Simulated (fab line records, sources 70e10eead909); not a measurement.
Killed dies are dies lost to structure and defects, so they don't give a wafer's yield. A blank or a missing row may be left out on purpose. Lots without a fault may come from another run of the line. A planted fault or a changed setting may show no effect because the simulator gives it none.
fab line records | flow nand_harc | part 1 of 2: steps 1 to 26 of 40
record lots=5 wafers=15 last_day=35
route steps=1302 shown A_CHANNEL_FILL_D1@517 A_DECK1_JOINT@518 A_ONON_D2@545
lots that met no fault: from a run of the same line without faults
start_h: hours from the record's first day to the start of the lot's first wafer shown | wait_h: hours since the lot's step before | " the same as in the row above | L1.1+2: a row that stands for several wafers | - no value, or no start given | * or withheld: withheld | < > ~ a bound
route shown NAME@n: a module of which the file shows steps, and the number in the route of the first | usual: mean/standard deviation of fault-free wafers | same: alike in all rows | chamber/n: place in a boat | sites: the reading at each site | _std_site: their standard deviation | _edge_site: outer sites' mean less inner sites' | radius_mm: how far each site lies from the wafer's centre | mask NAME#n: copy n | behind: the tool/chamber that last shaped the wafer | hold: why the lot was held/for how many hours/how that ended | device: the transistor (n, p or np) that didn't switch | end of line: the same wafers' tests at the end of the route | a step without rows: its recipe alone | killed: dies lost to structure and defects at the first sort, not the wafer's yield | map: a wafer's dies, x killed, . not, _ none there
set.NAME: the setting as run; set.NAME@STEP: as run at that earlier step | model.NAME: the simulator's own value behind a step, which no gauge read
lots at some steps of the route; a table a step, a row a wafer
services: from which hour (start_h, from the record's first day; less than 0 if before it) a tool's chamber was out of use, for how many hours, and why
## steps
# step NHARC_A_CHANNEL_FILL_D1_INSPECT_13
# usual raw_defect_count=310/100
# columns lot.wafer tool chamber start_h wait_h raw_defect_count
L081.1 defect_inspect-02 - 311.98 0.0 328
L081.3 " - " " 538
L081.4 " - " " 534
L083.1 defect_inspect-02 - 324.34 0.0 238
L083.5 " - " " 356
L083.6 " - " " 359
L085.1 defect_inspect-02 - 351.81 0.0 418
L085.4 " - " " 188
L085.5 " - " " 201
L093.1 defect_inspect-01 - 432.81 0.0 189
L093.2 " - " " 159
L093.4 " - " " 301
L097.1 defect_inspect-01 - 475.55 0.0 282
L097.4 " - " " 295
L097.6 " - " " 433
# step NHARC_A_DECK1_JOINT_ETCHBACK_07
# recipe target_depth_a=1050 time_s=26.9 hbr_flow_sccm=150 rf_w=350 icp_w=350 bias_w=60 chemistry=HBr
# usual drypump_motor_current_A=5.7/0.35 oes_product_au=1.000/0.0083 throttle_valve_pct=23.265/0.0084
# columns lot.wafer tool chamber start_h wait_h drypump_motor_current_A oes_product_au rf_hours_counter_h throttle_valve_pct
L081.4 rie_si-04 0 312.05 0.1 5.1 1.003 1.0 23.276
L081.3 " 1 " " 6.1 1.009 1.1 23.258
L081.1 " 2 " " 5.8 1.002 1.0 23.264
L083.1 rie_si-04 1 324.44 0.1 6.1 1.007 1.2 23.275
L083.6 " 2 " " 5.8 1.002 - 23.271
L083.5 " 3 " " 6.0 0.995 - 23.280
L085.4 rie_si-04 3 351.90 0.1 6.0 1.008 0 23.256
L085.1 " 0 " " 5.1 1.015 0 23.275
L085.5 " 2 " " 5.8 1.020 - 23.263
L093.2 rie_si-01 3 432.87 0.1 6.5 1.002 0.5 23.272
L093.4 " 0 " " 6.2 0.995 0.5 23.264
L093.1 " 2 " " 5.5 0.982 0.3 23.256
L097.1 rie_si-01 1 475.62 0.1 5.3 0.984 0.8 23.268
L097.4 " 2 " " 5.5 0.980 0.6 23.267
L097.6 " 1 " " 5.3 0.986 - 23.278
# step NHARC_A_DECK1_JOINT_ETCH_25
# recipe target_depth_a=5 chemistry=dHF material=SiO2
# columns lot.wafer tool chamber start_h wait_h
L081.1+3+4 wet_bench-03 5,6,0 312.20 0.1
L083.6+5+1 wet_bench-01 1,3,4 324.54 0.1
L085.4+1+5 wet_bench-01 1,3,4 352.03 0.1
L093.1+4+2 wet_bench-01 5,0,1 433.01 0.1
L097.4+6+1 wet_bench-03 5,6,2 475.76 0.1
# step NHARC_A_DECK1_JOINT_ETCH_19
# recipe temp_c=25 target_depth_a=30 chemistry=TMAH material=poly-Si
# usual bath_heat_duty_pct=6.2/0.78
# columns lot.wafer tool chamber start_h wait_h bath_heat_duty_pct
L081.1 wet_bench-03 5 312.23 0.0 7.7
L081.3 " 6 " " 7.3
L081.4 " 0 " " 7.5
L083.6 wet_bench-01 1 324.58 0.0 5.5
L083.5 " 3 " " 5.8
L083.1 " 4 " " 6.6
L085.4 wet_bench-01 1 352.07 0.0 5.2
L085.1 " 3 " " 6.3
L085.5 " 4 " " 6.2
L093.1 wet_bench-01 5 433.05 0.0 6.9
L093.4 " 0 " " 6.4
L093.2 " 1 " " 5.2
L097.4 wet_bench-03 5 475.79 0.0 7.6
L097.6 " 6 " " 6.8
L097.1 " 2 " " 4.7
# step NHARC_A_DECK1_JOINT_ETCH_18
# recipe target_depth_a=30 chemistry=dHF material=SiO2
# columns lot.wafer tool chamber start_h wait_h
L081.1+3+4 wet_bench-03 5,6,0 - -
L083.6+5+1 wet_bench-01 1,3,4 - -
L085.4+1+5 wet_bench-01 1,3,4 - -
L093.1+4+2 wet_bench-01 5,0,1 - -
L097.4+6+1 wet_bench-03 5,6,2 - -
# step NHARC_A_DECK1_JOINT_WET_08
# recipe temp_c=160 time_s=86 chemistry=H3PO4
# usual bath_heat_duty_pct=27.1/1.3
# columns lot.wafer tool chamber start_h wait_h bath_heat_duty_pct
L081.1 wet_h3po4-02 1 314.05 - 26.5
L081.3 " 1 " " 29.6
L081.4 " 1 " " 27.5
L083.1 wet_h3po4-01 1 326.40 - 26.6
L083.5 " 1 " " 27.4
L083.6 " 1 " " 27.0
L085.1 wet_h3po4-01 0 353.86 - 26.6
L085.4 " 0 " " 26.5
L085.5 " 0 " " 24.8
L093.1 wet_h3po4-01 1 434.85 - 26.9
L093.2 " 1 " " 25.1
L093.4 " 1 " " 28.1
L097.1 wet_h3po4-01 1 477.60 - 26.8
L097.4 " 1 " " 24.3
L097.6 " 1 " " 27.5
# step NHARC_A_DECK1_JOINT_ETCH_09
# recipe target_depth_a=50 chemistry=dHF material=SiO2
# columns lot.wafer tool chamber start_h wait_h
L081.3+4+1 wet_bench-03 0,1,3 314.61 0.0
L083.1+6+5 wet_bench-03 7,1,2 326.94 0.0
L085.5+1+4 wet_bench-03 5,1,2 354.40 0.0
L093.4+1+2 wet_bench-01 1,3,5 435.40 0.0
L097.4+1+6 wet_bench-06 2,4,5 478.16 0.0
# step NHARC_A_DECK1_JOINT_WET_10
# recipe temp_c=160 time_s=86 chemistry=H3PO4
# usual bath_heat_duty_pct=26.9/1.4
# columns lot.wafer tool chamber start_h wait_h bath_heat_duty_pct
L081.1 wet_h3po4-01 0 317.31 2.7 26.8
L081.3 " 0 " " 26.7
L081.4 " 0 " " 24.8
L083.1 wet_h3po4-02 0 328.64 1.7 27.6
L083.5 " 0 " " 28.2
L083.6 " 0 " " 27.6
L085.1 wet_h3po4-02 1 356.09 1.7 29.2
L085.4 " 1 " " 26.4
L085.5 " 1 " " 28.3
L093.1 wet_h3po4-01 0 437.09 1.7 25.2
L093.2 " 0 " " 27.5
L093.4 " 0 " " 25.3
L097.1 wet_h3po4-01 0 479.84 1.7 26.7
L097.4 " 0 " " 27.6
L097.6 " 0 " " 24.7
# step NHARC_A_DECK1_JOINT_ETCH_11
# recipe target_depth_a=350 chemistry=dHF material=SiO2
# columns lot.wafer tool chamber start_h wait_h
L081.3+4+1 wet_bench-03 7,0,2 317.91 0.1
L083.1+5+6 wet_bench-06 7,0,1 329.20 0.0
L085.1+5+4 wet_bench-01 3,4,5 356.64 0.0
L093.1+4+2 wet_bench-01 6,7,1 437.63 0.0
L097.4+1+6 wet_bench-03 7,0,4 480.38 0.0
# step NHARC_A_DECK1_JOINT_CVD_12
# recipe target_thk_a=900 temp_c=620 pressure_mtorr=200 time_s=1800 material=poly-Si
# usual spike_tc_centre_C=621.0/1.3 tube_center_temp_C=620/0.05 zone_power_centre_pct=8.2/0.91
# columns lot.wafer tool chamber start_h wait_h spike_tc_centre_C tube_center_temp_C zone_power_centre_pct
L081.1 lpcvd_poly-02 0 320.53 2.5 620.1 619.99 7.3
L081.3 " 0 " " 621.8 620 7.2
L081.4 " 0 " " 620.1 620 7.4
L083.1 lpcvd_poly-01 0 331.68 2.5 620.9 619.96 9.1
L083.5 " 0 " " 621.5 620.07 9.1
L083.6 " 0 " " 620.9 619.94 9.1
L085.1 lpcvd_poly-01 0 359.13 2.5 621.0 620.04 9.2
L085.4 " 0 " " 621.1 619.95 9.2
L085.5 " 0 " " 622.3 620.02 9.2
L093.1 lpcvd_poly-02 0 440.31 2.7 620.3 620.01 7.4
L093.2 " 0 " " 618.4 619.98 7.2
L093.4 " 0 " " 620.5 619.99 7.3
L097.1 lpcvd_poly-01 0 482.88 2.5 623.0 620 9.1
L097.4 " 0 " " 622.1 619.88 9.2
L097.6 " 0 " " 621.4 620.1 9.0
# step NHARC_A_DECK1_JOINT_CMP_13
# recipe target_thk_nm=51.023
# usual motor_current_A=12.1/1.2 time_to_endpoint_s=8.5/2.1
# columns lot.wafer tool chamber start_h wait_h motor_current_A time_to_endpoint_s
L081.3 cmp-01 0 323.40 0.4 14.1 8.9
L081.4 " 1 " " 14.5 10.8
L081.1 " 2 " " 12.9 9.4
L083.1 cmp-04 2 334.55 0.4 12.2 7.6
L083.6 " 1 " " 12.7 7.4
L083.5 " 2 " " 12.4 10.4
L085.1 cmp-01 0 362.02 0.4 13.4 9.0
L085.4 " 1 " " 13.7 8.9
L085.5 " 3 " " 12.8 7.2
L093.2 cmp-01 1 443.20 0.4 14.0 7.0
L093.1 " 2 " " 12.8 8.6
L093.4 " 0 " " 13.0 7.5
L097.4 cmp-04 0 485.84 0.4 11.9 7.9
L097.1 " 1 " " 12.7 10.6
L097.6 " 2 " " 11.7 7.5
# step NHARC_A_DECK1_JOINT_THK_MEAS_14
# recipe thk_meas_gauge=ellipsometry
# usual thk_nm=50.9/1.4
# columns lot.wafer tool chamber start_h wait_h thk_nm
L081.1 film_metro-02 - 323.65 0.2 51.2
L081.3 " - " " 50.4
L081.4 " - " " 51.8
L083.1 film_metro-02 - 334.78 0.2 50.4
L083.5 " - " " 49.1
L083.6 " - " " 47.9
L085.1 film_metro-02 - 362.25 0.2 52.5
L085.4 " - " " 49.7
L085.5 " - " " 50.0
L093.1 film_metro-02 - 443.46 0.2 52.1
L093.2 " - " " 52.3
L093.4 " - " " 50.5
L097.1 film_metro-02 - 486.04 0.2 51.6
L097.4 " - " " 52.2
L097.6 " - " " 51.8
# step NHARC_A_DECK1_JOINT_SRD_04
# columns lot.wafer tool chamber start_h wait_h
L081.4+3+1 wet_bench-01 2,3,5 323.70 0.0
L083.5+1+6 wet_bench-03 7,1,2 334.83 0.0
L085.4+5+1 wet_bench-01 2,3,4 362.29 0.0
L093.4+1+2 wet_bench-03 1,2,3 443.50 0.0
L097.1+6+4 wet_bench-03 2,3,4 486.10 0.1
# step NHARC_A_DECK1_JOINT_ETCHBACK_00
# recipe target_depth_a=300 time_s=17.4 hbr_flow_sccm=150 rf_w=350 icp_w=350 bias_w=60 chemistry=HBr
# usual drypump_motor_current_A=5.7/0.37 oes_product_au=0.998/0.0081 throttle_valve_pct=23.267/0.0093
# columns lot.wafer tool chamber start_h wait_h drypump_motor_current_A oes_product_au rf_hours_counter_h throttle_valve_pct
L081.4 rie_si-01 2 323.78 0.1 5.4 0.994 0.9 23.267
L081.1 " 3 " " 6.6 0.999 0.9 23.263
L081.3 " 1 " " 5.3 0.994 0.7 23.249
L083.1 rie_si-01 2 334.92 0.1 5.5 1.001 1.0 23.260
L083.6 " 2 " " 5.5 0.998 - 23.250
L083.5 " 3 " " 6.5 1.001 - 23.269
L085.4 rie_si-01 0 362.37 0.1 6.1 0.998 1.1 23.265
L085.1 " 3 " " 6.6 0.996 1.2 23.261
L085.5 " 1 " " 5.3 0.982 - 23.272
L093.1 rie_si-04 0 443.61 0.1 5.1 1.011 0.6 23.263
L093.2 " 2 " " 5.8 1.020 0.6 23.259
L093.4 " 3 " " 6.0 1.003 0.6 23.259
L097.4 rie_si-04 1 486.20 0.1 6.1 1.009 0.8 23.272
L097.1 " 2 " " 5.8 1.000 0.8 23.287
L097.6 " 3 " " 6.0 0.991 - 23.265
# step NHARC_A_DECK1_JOINT_PRECLEAN_30
# recipe time_s=* temp_c=50 bath_age_min=0 chemistry=SC1
# usual bath_heat_duty_pct=7.0/0.85 h2o2_flow_mL_min=56.59/0.17
# columns lot.wafer tool chamber start_h wait_h bath_heat_duty_pct h2o2_flow_mL_min
L081.4 wet_bench-06 4 323.92 0.1 6.6 56.68
L081.1 " 5 " " 7.1 56.60
L081.3 " 6 " " 8.0 56.61
L083.6 wet_bench-06 0 335.07 0.1 7.0 56.38
L083.5 " 1 " " 6.5 56.62
L083.1 " 2 " " 7.2 56.53
L085.4 wet_bench-01 2 362.52 0.1 6.8 56.41
L085.1 " 6 " " 6.5 56.37
L085.5 " 7 " " 7.1 56.45
L093.2 wet_bench-01 3 443.76 0.1 6.6 56.80
L093.1 " 5 " " 7.5 56.65
L093.4 " 7 " " 6.1 56.66
L097.6 wet_bench-01 3 486.32 0.1 7.4 56.92
L097.1 " 4 " " 7.5 56.78
L097.4 " 0 " " 7.1 56.65
# step NHARC_A_DECK1_JOINT_SRD_31
# columns lot.wafer tool chamber start_h wait_h
L081.4+1+3 wet_bench-06 4,5,6 - -
L083.6+5+1 wet_bench-06 0,1,2 - -
L085.4+1+5 wet_bench-01 2,6,7 - -
L093.2+1+4 wet_bench-01 3,5,7 - -
L097.6+1+4 wet_bench-01 3,4,0 - -
# step NHARC_A_DECK1_JOINT_CVD_34
# recipe target_thk_a=200 temp_c=700 pressure_mtorr=300 material=SiNx
# usual spike_tc_centre_C=700.3/1.2 zone_power_centre_pct=11.1/0.96
# columns lot.wafer tool chamber start_h wait_h spike_tc_centre_C zone_power_centre_pct
L081.1 lpcvd-01 0 327.16 - 697.0 11.1
L081.3 " 0 " " 701.2 10.9
L081.4 " 0 " " 700.9 11.0
L083.1 lpcvd-02 0 338.31 - 701.5 9.9
L083.5 " 0 " " 700.5 10.0
L083.6 " 0 " " 700.2 9.8
L085.1 lpcvd-01 1 365.76 - 699.5 12.6
L085.4 " 1 " " 702.2 12.5
L085.5 " 1 " " 700.9 12.6
L093.1 lpcvd-01 1 446.97 - 700.0 12.5
L093.2 " 1 " " 702.6 12.4
L093.4 " 1 " " 700.9 12.8
L097.1 lpcvd-02 0 489.56 - 700.8 10.0
L097.4 " 0 " " 701.5 10.0
L097.6 " 0 " " 700.3 10.0
# step NHARC_A_DECK1_JOINT_DEP_06
# recipe target_thk_a=800 temp_c=65 material=SiOx
# columns lot.wafer tool chamber start_h wait_h
L081.1+4+3 fcvd-02 1,0,1 330.37 0.4
L083.1+5+6 fcvd-02 0,1,0 341.54 0.4
L085.1+4+5 fcvd-02 0,1,1 369.02 0.4
L093.1+2+4 fcvd-01 0,1,0 450.46 0.6
L097.1+4+6 fcvd-01 0 492.77 0.4
# step NHARC_A_DECK1_JOINT_CURE_26
# recipe temp_c=150 time_s=32 pressure_atm=0.395
# columns lot.wafer tool chamber start_h wait_h
L081.1+4+3 fcvd-02 1,0,1 330.54 0.1
L083.1+5+6 fcvd-02 0,1,0 341.70 0.1
L085.1+4+5 fcvd-02 0,1,1 369.18 0.1
L093.1+2+4 fcvd-01 0,1,0 450.64 0.1
L097.1+4+6 fcvd-01 0 492.93 0.1
# step NHARC_A_DECK1_JOINT_ANNEAL_27
# recipe temp_c=400 time_s=3600 idle_temp_c=300 ramp_up_c_per_min=10 densification_p_h2o_torr=640
# usual spike_tc_centre_C=399.5/1.1 tube_center_temp_C=400/0.035 zone_power_centre_pct=4.6/0.33
# columns lot.wafer tool chamber start_h wait_h spike_tc_centre_C tube_center_temp_C zone_power_centre_pct
L081.1 furnace-04 0 333.54 3.0 399.4 399.95 4.8
L081.3 " 0 " " 398.8 400.02 4.8
L081.4 " 0 " " 398.8 400 4.8
L083.1 furnace-04 0 344.47 2.8 400.2 400.03 4.7
L083.5 " 0 " " 399.4 400 4.8
L083.6 " 0 " " 398.2 400.03 4.9
L085.1 furnace-01 0 373.60 4.4 398.2 400.01 4.1
L085.4 " 0 " " 400.1 399.99 4.1
L085.5 " 0 " " 399.2 399.97 4.1
L093.1 furnace-04 0 456.92 6.3 400.2 400.04 4.7
L093.2 " 0 " " 400.7 400.06 4.8
L093.4 " 0 " " 399.4 399.95 4.8
L097.1 furnace-03 0 498.05 5.1 401.7 399.99 4.8
L097.4 " 0 " " 401.2 400.03 4.8
L097.6 " 0 " " 399.5 400.01 4.9
# step NHARC_A_DECK1_JOINT_ANNEAL_28
# recipe temp_c=500 time_s=1800 idle_temp_c=400 ramp_up_c_per_min=10 densification_p_h2o_torr=640
# usual spike_tc_centre_C=499.3/1.1 tube_center_temp_C=500/0.048 zone_power_centre_pct=6.3/0.45
# columns lot.wafer tool chamber start_h wait_h spike_tc_centre_C tube_center_temp_C zone_power_centre_pct
L081.1 furnace-04 0 337.88 2.6 498.8 500.03 6.6
L081.3 " 0 " " 500.0 500.06 6.6
L081.4 " 0 " " 497.5 499.99 6.6
L083.1 furnace-04 0 350.42 4.2 499.7 500.09 6.6
L083.5 " 0 " " 500.0 499.99 6.6
L083.6 " 0 " " 499.7 499.97 6.6
L085.1 furnace-01 0 378.33 3.0 498.2 500.06 5.6
L085.4 " 0 " " 500.5 499.96 5.6
L085.5 " 0 " " 500.1 499.97 5.6
L093.1 furnace-04 0 461.25 2.6 499.5 500.04 6.6
L093.2 " 0 " " 499.0 500.07 6.6
L093.4 " 0 " " 499.1 500.03 6.5
L097.1 furnace-03 0 505.70 5.9 502.0 499.99 6.7
L097.4 " 0 " " 499.1 500.01 6.7
L097.6 " 0 " " 500.3 499.94 6.7
# step NHARC_A_DECK1_JOINT_ANNEAL_29
# recipe temp_c=750 time_s=1800 idle_temp_c=500 ramp_up_c_per_min=10 ramp_down_c_per_min=3
# usual spike_tc_centre_C=749.2/1 tube_center_temp_C=750/0.066 zone_power_centre_pct=12.6/0.9
# columns lot.wafer tool chamber start_h wait_h spike_tc_centre_C tube_center_temp_C zone_power_centre_pct
L081.1 furnace-04 0 342.17 3.6 750.3 750.02 13.2
L081.3 " 0 " " 748.9 750.05 13.2
L081.4 " 0 " " 749.8 750.08 13.1
L083.1 furnace-04 0 353.66 2.6 750.5 750.04 13.1
L083.5 " 0 " " 749.6 749.96 13.1
L083.6 " 0 " " 748.8 750.04 13.3
L085.1 furnace-01 0 382.55 3.5 749.3 750.07 11.0
L085.4 " 0 " " 747.4 750 11.1
L085.5 " 0 " " 748.5 749.97 11.2
L093.1 furnace-04 0 466.70 4.8 749.4 750.04 13.1
L093.2 " 0 " " 747.9 749.96 13.1
L093.4 " 0 " " 750.1 750.02 12.9
L097.1 furnace-03 0 512.28 5.9 750.9 749.97 13.3
L097.4 " 0 " " 752.6 749.99 13.4
L097.6 " 0 " " 751.4 749.96 13.2
# step NHARC_A_DECK1_JOINT_CMP_02
# recipe material=SiOx
# usual motor_current_A=12.0/1.2
# columns lot.wafer tool chamber start_h wait_h motor_current_A
L081.4 cmp-04 3 344.83 0.4 11.4
L081.3 " 1 " " 12.9
L081.1 " 2 " " 11.6
L083.1 cmp-01 3 356.44 0.4 12.4
L083.6 " 0 " " 13.5
L083.5 " 1 " " 13.9
L085.1 cmp-03 2 385.21 0.4 11.3
L085.4 " 3 " " 11.7
L085.5 " 2 " " 10.8
L093.4 cmp-03 1 469.38 0.4 10.6
L093.2 " 2 " " 10.5
L093.1 " 3 " " 11.3
L097.4 cmp-04 1 515.00 0.4 13.1
L097.1 " 3 " " 11.5
L097.6 " 1 " " 12.7
# step NHARC_A_DECK1_JOINT_SRD_15
# columns lot.wafer tool chamber start_h wait_h
L081.1+3+4 wet_bench-03 5,0,2 345.13 0.0
L083.6+1+5 wet_bench-06 3,4,7 356.66 0.0
L085.4+1+5 wet_bench-01 7,0,2 385.51 0.0
L093.1+4+2 wet_bench-06 6,0,1 469.65 0.0
L097.1+4+6 wet_bench-06 0,1,3 515.29 0.0
# step NHARC_A_DECK1_JOINT_DEP_16
# recipe target_thk_a=450 temp_c=400 pressure_torr=6.5 rf_w=900 teos_flow_sccm=161.4 flow_sccm=2650 target_thk_nm=45 gas=O2 material=SiO2
# usual heater_power_w=603/120 throttle_valve_pct=16.0/0.71
# columns lot.wafer tool chamber start_h wait_h heater_power_w throttle_valve_pct
L081.1 pecvd-03 2 345.25 0.1 490 16.7
L081.3 " 0 " " 435 15.7
L081.4 " 2 " " 491 16.5
L083.1 pecvd-01 1 356.75 0.1 674 14.8
L083.5 " 1 " " 655 15.2
L083.6 " 2 " " 457 17.4
L085.1 pecvd-02 0 385.66 0.1 792 16.1
L085.5 " 2 " " 510 16.4
L085.4 " 0 " " 813 16.4
L093.1 pecvd-02 1 469.74 0.1 547 15.6
L093.2 " 2 " " 618 16.5
L093.4 " 2 " " 618 16.5
L097.1 pecvd-01 2 515.39 0.1 506 16.7
L097.6 " 2 " " 506 16.8
L097.4 " 1 " " 568 15.3
# step NHARC_A_DECK1_JOINT_THK_MEAS_17
# recipe thk_meas_gauge=ellipsometry
# usual thk_nm=45.1/1.2
# columns lot.wafer tool chamber start_h wait_h thk_nm
L081.1 film_metro-02 - 345.50 0.2 44.7
L081.3 " - " " 42.9
L081.4 " - " " 45.0
L083.1 film_metro-01 - 357.03 0.3 46.0
L083.5 " - " " 45.7
L083.6 " - " " 44.8
L085.1 film_metro-01 - 385.88 0.2 44.3
L085.4 " - " " 45.2
L085.5 " - " " 47.6
L093.1 film_metro-01 - 470.02 0.3 44.8
L093.2 " - " " 44.4
L093.4 " - " " 46.8
L097.1 film_metro-01 - 515.67 0.3 44.3
L097.4 " - " " 46.5
L097.6 " - " " 46.2
